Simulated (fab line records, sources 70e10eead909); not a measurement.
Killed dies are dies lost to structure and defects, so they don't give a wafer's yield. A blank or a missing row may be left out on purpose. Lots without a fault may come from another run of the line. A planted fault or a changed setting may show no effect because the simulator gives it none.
Chamber matching | flow nand_harc | NHARC_A_ZERO_WELL_ETCH_19 on rie_diel-06: 4 sister chambers
The step etches the open film in N2/H2, target depth 80 nm, overetch 24 nm, time 87.88 s. 16 wafers are shown with their chamber, then 8 later ones without.

WAFERS WITH THEIR CHAMBER
wafer  | chamber | drypump_motor_current_A (A) | rf_vpp_V (V) | throttle_valve_pct (%)
L178.2 | 1       | 5.1                         | 432.1        | 14.182
L178.5 | 1       | 5.1                         | 430.5        | 14.183
L178.6 | 2       | 6.1                         | 434.9        | 14.159
L182.2 | 0       | 5.6                         | 428.5        | 14.179
L182.5 | 3       | 6.5                         | 431.7        | 14.176
L182.6 | 0       | 5.6                         | 427.3        | 14.173
L185.4 | 3       | 6.5                         | 431.8        | 14.165
L185.5 | 2       | 6.1                         | 433.3        | 14.179
L185.6 | 3       | 6.4                         | 431.7        | 14.188
L191.3 | 0       | 5.6                         | 425.1        | 14.174
L191.4 | 2       | 6.1                         | 436.5        | 14.172
L191.6 | 0       | 5.6                         | 428.4        | 14.172
L193.1 | 0       | 5.6                         | 429.1        | 14.183
L193.3 | 1       | 5.2                         | 429.5        | 14.183
L193.4 | 2       | 6.2                         | 434.0        | 14.162
L194.1 | 1       | 5.2                         | 431.1        | 14.176

SIGNATURES (means of the wafers above)
reading                 | chamber 0 | chamber 1 | chamber 2 | chamber 3 | scatter within a chamber
drypump_motor_current_A | 5.600     | 5.150     | 6.125     | 6.467     | 0.0449
rf_vpp_V                | 427.680   | 430.800   | 434.675   | 431.733   | 1.27
throttle_valve_pct      | 14.17620  | 14.18100  | 14.16800  | 14.17633  | 0.0073
Rule: a wafer's distance from a chamber is the root of the sum, over the readings, of the square of ((its reading less the chamber's mean) divided by the reading's scatter). The wafer belongs to the nearest chamber; if the next one is less than 2 further off, it can't be placed. The scatter: the root of (the sum of the squares of (reading less its chamber's mean) over the shown wafers, divided by (wafers less chambers)).

WAFERS WITHOUT THEIR CHAMBER
wafer  | drypump_motor_current_A (A) | rf_vpp_V (V) | throttle_valve_pct (%)
L194.4 | 5.6                         | 426.9        | 14.171
L194.5 | 5.6                         | 427.0        | 14.167
L195.2 | 5.6                         | 428.9        | 14.166
L195.3 | 6.4                         | 431.5        | 14.190
L195.5 | 6.1                         | 435.7        | 14.164
L196.2 | 6.5                         | 432.0        | 14.176
L196.4 | 5.1                         | 430.3        | 14.178
L196.5 | 6.1                         | 434.0        | 14.175

WHICH CHAMBER EACH WENT THROUGH
wafer  | from the rows above | in truth
L194.4 | 0                   | 0
L194.5 | 0                   | 0
L195.2 | 0                   | 0
L195.3 | 3                   | 3
L195.5 | 2                   | 2
L196.2 | 3                   | 3
L196.4 | 1                   | 1
L196.5 | 2                   | 2
Placed correctly: 8 of 8. Can't be placed from these rows: 0. Placed wrongly: 0.
